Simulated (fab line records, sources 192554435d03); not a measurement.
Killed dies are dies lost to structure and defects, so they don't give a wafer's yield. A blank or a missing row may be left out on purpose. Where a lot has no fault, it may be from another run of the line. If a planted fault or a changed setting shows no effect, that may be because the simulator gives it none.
Split-lot experiment -- flow n5Finfet -- 7 lots, 21 wafers read, on a route of 1938 steps

## THE SPLIT
At N5_BEOL_M4_COAT_76 (time 60 s, resist thk 5 nm), the setting spinRpm was moved away from the recipe's 1500 rpm on 7 of the 21 wafers read, by -10.5% to +10.0%. For the rest of the wafers, this setting stayed at what the recipe calls for.

## FROM THE SPLIT TO THE READING: what the file shows between them, 6 steps
- N5_BEOL_M4_COAT_22: resist thk 30 nm
- N5_BEOL_M4_EBR_24
- N5_BEOL_M4_DESCUM_33: chemistry O2, time 7 s
- N5_BEOL_M4_ETCH_77: etches underlayer in N2/H2, target depth 6.5 nm, time 5.2 s
- N5_BEOL_M4_ETCH_69: etches SiARC in CF4, target depth 15.6 nm, time 26 s
- N5_BEOL_M4_ALD_98: deposits SiO2, target thk 2.5 nm, pulse time 1 s, co reactant pulse time 1 s

## THE READING
CAR-EUV_of_BEOL_M4_COAT_22.thkNm (the simulator's own value, which no gauge read), in nm, at N5_BEOL_M4_ETCHBACK_99 (etches SiO2 in CHF3, target depth 5 nm, time 10.4 s). No usual value for it is given in the file. Average 10.4 nm, standard deviation 0.076 nm, over the 14 wafers here run with the recipe.

wafer,"tool, chamber at the split","spinRpm as run, rpm",against the recipe,"CAR-EUV_of_BEOL_M4_COAT_22.thkNm, nm",against lot-mates on the recipe
L074.3,"lithoTrack-03, 0",1500,recipe,10.6,-
L074.5,"lithoTrack-03, 0",1342,-10.5%,10.2,-0.4
L074.6,"lithoTrack-03, 0",1342,-10.5%,10.2,-0.4
L076.2,"lithoTrack-05, 0",1368,-8.8%,10.2,-0.2
L076.5,"lithoTrack-05, 0",1368,-8.8%,10.2,-0.2
L076.4,"lithoTrack-05, 0",1500,recipe,10.4,-
L087.1,"lithoTrack-03, 0",1500,recipe,10.4,-
L087.5,"lithoTrack-03, 0",1500,recipe,10.4,-
L087.6,"lithoTrack-03, 0",1500,recipe,10.4,-
L088.1,"lithoTrack-02, 0",1500,recipe,10.4,-
L088.3,"lithoTrack-02, 0",1500,recipe,10.4,-
L088.6,"lithoTrack-02, 0",1500,recipe,10.4,-
L090.3,"lithoTrack-03, 0",1630,+8.7%,10.6,+0.2
L090.4,"lithoTrack-03, 0",1500,recipe,10.4,-
L090.6,"lithoTrack-03, 0",1500,recipe,10.4,-
L092.3,"lithoTrack-02, 0",1500,recipe,10.2,-
L092.5,"lithoTrack-02, 0",1500,recipe,10.4,-
L092.6,"lithoTrack-02, 0",1500,recipe,10.4,-
L091.2,"lithoTrack-05, 0",1650,+10.0%,10.8,+0.4
L091.3,"lithoTrack-05, 0",1650,+10.0%,10.8,+0.4
L091.5,"lithoTrack-05, 0",1500,recipe,10.4,-

THE FIT
A straight line over all 21 wafers: CAR-EUV_of_BEOL_M4_COAT_22.thkNm changes by +0.0271 nm for each +1% of spinRpm; r = +0.89; the points scatter about the line by 0.08 nm.
The same after taking each lot's own level away (the mean of its wafers on the recipe; 21 wafers): +0.0334 nm for each +1%; r = +0.96; scatter 0.058 nm.
According to that fit, moving spinRpm by its largest amount changes the reading by 0.35 nm.
The lots' own levels span 10.33 to 10.60 nm, that is 3.5 times the standard deviation above.
In other words, the slope is changed by the lot-to-lot level; the two fits disagree.
Check: -0.331 nm against its lot-mates is what the line predicts for one of the wafers moved furthest among these (-10.5%) when that wafer is left out of the fit. Against them it came out at -0.4 nm.

## THE WHOLE CHAIN: every reading that the file lists as answering this split, in the file's order
step,what it does,reading,change (the file's fit),r (the file's)
N5_BEOL_M4_ETCH_77,"etches underlayer in N2/H2, target depth 6.5 nm, time 5.2 s",etchRfOnTimeS,withheld for each +1% of the setting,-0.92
N5_BEOL_M4_ETCH_77,"etches underlayer in N2/H2, target depth 6.5 nm, time 5.2 s","etch.depthNm (the simulator's own value, which no gauge read)",-0.0254 nm for each +1% of the setting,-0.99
N5_BEOL_M4_ETCHBACK_99,"etches SiO2 in CHF3, target depth 5 nm, time 10.4 s","CAR-EUV_of_BEOL_M4_COAT_22.thkNm (the simulator's own value, which no gauge read)",+0.0322 nm for each +1% of the setting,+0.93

## FILE'S OWN FIT
CAR-EUV_of_BEOL_M4_COAT_22.thkNm changes by +0.0322 nm for each +1% of spinRpm, r = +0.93.
